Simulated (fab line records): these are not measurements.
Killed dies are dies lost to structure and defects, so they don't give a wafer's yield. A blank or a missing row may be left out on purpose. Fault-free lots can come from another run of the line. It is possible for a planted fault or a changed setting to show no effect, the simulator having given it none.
Which of the tools did it?	flow n5_finfet	24 lots, 72 wafers sampled, at 1 step of a route of 1938

== WHAT THE GAUGES SHOWED, per wafer ==
N5_BEOL_M5_OVL_MEAS_12.
lot	measured	on	M5_OVL (nm)
L074	day 7 15:31	overlay-01	1.5 0.2 1.0
L075	day 7 19:05	overlay-02	0.8 -0.6 -0.2
L076	day 7 21:10	overlay-02	0.3 -0.4 0.2
L077	day 8 14:05	overlay-01	0.0 0.9 -1.8
L078	day 8 19:53	overlay-01	0.8 -0.3 1.2
L079	day 8 23:17	overlay-01	-0.7 1.0 1.0
L080	day 9 04:05	overlay-01	-0.2 0.6 -0.5
L081	day 9 14:47	overlay-01	-0.3 1.8 0.9
L083	day 9 17:22	overlay-01	0.7 -0.7 0.4
L082	day 9 20:23	overlay-01	-0.4 0.2 0.1
L084	day 9 21:35	overlay-01	0.2 1.2 -0.1
L085	day 10 09:02	overlay-01	-0.4 -0.5 -0.4
L086	day 10 19:50	overlay-01	-1.3 0.2 -0.5
L087	day 10 22:40	overlay-01	-1.3 -1.2 -0.7
L090	day 11 09:43	overlay-02	-0.6 0.4 -0.3
L088	day 11 09:53	overlay-01	0.9 -0.6 0.8
L091	day 11 18:23	overlay-02	1.9 1.8 0.7
L089	day 11 19:26	overlay-01	0.4 -1.5 0.2
L092	day 12 00:29	overlay-01	-0.3 -0.5 -0.8
L093	day 12 07:52	overlay-01	-1.0 -1.4 0.2
L094	day 12 11:38	overlay-01	1.5 0.6 0.8
L095	day 12 19:47	overlay-02	0.3 1.9 1.1
L096	day 13 10:26	overlay-02	-0.2 0.5 -0.3
L097	day 14 00:44	overlay-02	-0.7 1.0 0.9

== WHICH TOOL RAN EACH LOT (tool, then ch and the chambers of the sampled wafers, then the start) ==
No process step before these readings appears in the record.

== AS READ BY THE TOOLS THEMSELVES (means over the sampled wafers that have a number; for cases with no such wafer, the mark the record gives instead) ==
The record holds no such reading with a usual standard deviation.

== THE ANSWER, worked out from the rows above alone ==
Rule: the lots themselves supply what counts as usual. Put in order of their means at a reading, lots are off if they are a third of the lots or fewer, leave a main group of 4 or more, and stand apart from it by a gap of 3 or more times the standard deviation of the main group's means; of several such gaps the widest counts. If all means in a main group match to the digits the tables above print for the reading, that group is not used. A lot without any number at a reading at which 4 lots or more have one is off too. All remaining lots with rows at the step are treated as sound. The gauges are gone through in route order, then the tools' own readings, and for those a lot's mean is taken as printed above. At the first step where some lot is off, the reading lying furthest off is the one used; lots without a number count as furthest.
No lot is off on any of the readings shown, so nothing can be concluded from this.

== WHAT THE SIMULATOR PUT IN ==
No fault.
